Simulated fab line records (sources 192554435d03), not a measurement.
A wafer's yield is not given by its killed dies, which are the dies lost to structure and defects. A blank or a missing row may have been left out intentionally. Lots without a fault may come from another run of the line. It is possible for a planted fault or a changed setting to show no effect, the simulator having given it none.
Split-lot study | flow n5 finfet | on a route of 1938 steps: 7 lots, 21 wafers read

== THE SPLIT ==
At N5_FIN_SAQP_FIN_ETCH_36 (etches the open film in HBr/Cl2/O2, target depth 120 nm, time 50.4 s), the setting bias w was moved away from the recipe's 102 W on 8 of the 21 wafers read, by -17.6% to +15.3%. For the rest of the wafers, this setting stayed at what the recipe calls for.

== FROM SPLIT TO READING: 1 step shown by the file between the two ==
- N5_FIN_SAQP_PRECLEAN_38: cleans in O3/DIW, time 45 s

== THE READING ==
SiNx_of_FIN_SAQP_HM_DEP_03.thk nm (the simulator's own value, which no gauge read), in nm, at N5_FIN_SAQP_PRECLEAN_45 (cleans in dHF, time 10 s). The file gives no usual value for it. Across the 13 wafers here that went through the recipe, the average is 20.7 nm and the standard deviation 0.42 nm.

wafer  | tool, chamber at the split | bias w as run, W | against the recipe | SiNx_of_FIN_SAQP_HM_DEP_03.thk nm, nm | against lot-mates on the recipe
L078.2 | rie si-03, 1,3,2           | 102              | recipe             | 21.2                                  | -
L078.5 | rie si-03, 1,3,2           | 102              | recipe             | 21                                    | -
L078.6 | rie si-03, 1,3,2           | 102              | recipe             | 21.6                                  | -
L080.2 | rie si-01, 1,0             | 84.01            | -17.6%             | 22.2                                  | +1.4
L080.4 | rie si-01, 1,0             | 84.01            | -17.6%             | 22.6                                  | +1.8
L080.5 | rie si-01, 0               | 102              | recipe             | 20.8                                  | -
L081.1 | rie si-03, 2,0             | 102              | recipe             | 20.4                                  | -
L081.3 | rie si-03, 2,0             | 102              | recipe             | 20                                    | -
L081.4 | rie si-03, 1               | 93.97            | -7.9%              | 22.4                                  | +2.2
L082.1 | rie si-01, 3,1             | 117.6            | +15.3%             | 19.4                                  | -1.6
L082.3 | rie si-01, 3,1             | 117.6            | +15.3%             | 19.2                                  | -1.8
L082.4 | rie si-01, 0               | 102              | recipe             | 21                                    | -
L084.1 | rie si-02, 1,3             | 102              | recipe             | 20.4                                  | -
L084.2 | rie si-02, 1,3             | 102              | recipe             | 20.4                                  | -
L084.5 | rie si-02, 1               | 110              | +7.8%              | 20                                    | -0.4
L093.3 | rie si-01, 3,2             | 87.3             | -14.4%             | 21.8                                  | +1.0
L093.4 | rie si-01, 0               | 102              | recipe             | 20.8                                  | -
L093.5 | rie si-01, 3,2             | 87.3             | -14.4%             | 23                                    | +2.2
L094.2 | rie si-01, 0,1,2           | 102              | recipe             | 20.4                                  | -
L094.3 | rie si-01, 0,1,2           | 102              | recipe             | 20.4                                  | -
L094.4 | rie si-01, 0,1,2           | 102              | recipe             | 21                                    | -
Where a row lists several chambers, the file gives one row for several wafers and doesn't say which wafer went through which chamber.

THE FIT
A straight line over all 21 wafers: SiNx_of_FIN_SAQP_HM_DEP_03.thk nm changes by -0.103 nm for each +1% of bias w; r = -0.90; the points scatter about the line by 0.45 nm.
The same after taking each lot's own level away (the mean of its wafers on the recipe; 21 wafers): -0.106 nm for each +1%; r = -0.91; scatter 0.43 nm.
That fit puts the effect of the largest move of bias w on the reading at 1.9 nm.
Measured against the standard deviation above, the lots' own levels, which go from 20.20 to 21.27 nm, span 2.5 times it.
Consequently the slope shifts little with the lot-to-lot level, the two slopes agreeing.
Check: for one of the wafers moved furthest among these (-17.6%), held out of the fit, the line's prediction against its lot-mates is +2.07 nm. It came out at +1.4 nm against them.

== OTHER SPLITS APPLIED TO THESE WAFERS ==
These wafers also went through other splits before the reading. Each is held against what the fit with the lots' levels taken away leaves over:
other split on the same wafers    | wafers away from the commonest value | r with SiNx_of_FIN_SAQP_HM_DEP_03.thk nm (lot level and that fit taken away)
N5_ZERO_LAYER_EXPOSE_08 dose mj   | 7                                    | +0.09
N5_WELL_APT_COAT_02 spin rpm      | 4                                    | -0.28
N5_FIN_SAQP_EXPOSE_13 dose mj     | 9                                    | +0.43
N5_FIN_SAQP_MANDREL_ETCH_22 icp w | 8                                    | -0.10

== THE FILE'S OWN FIT ==
SiNx_of_FIN_SAQP_HM_DEP_03.thk nm changes by -0.112 nm for each +1% of bias w, r = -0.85.
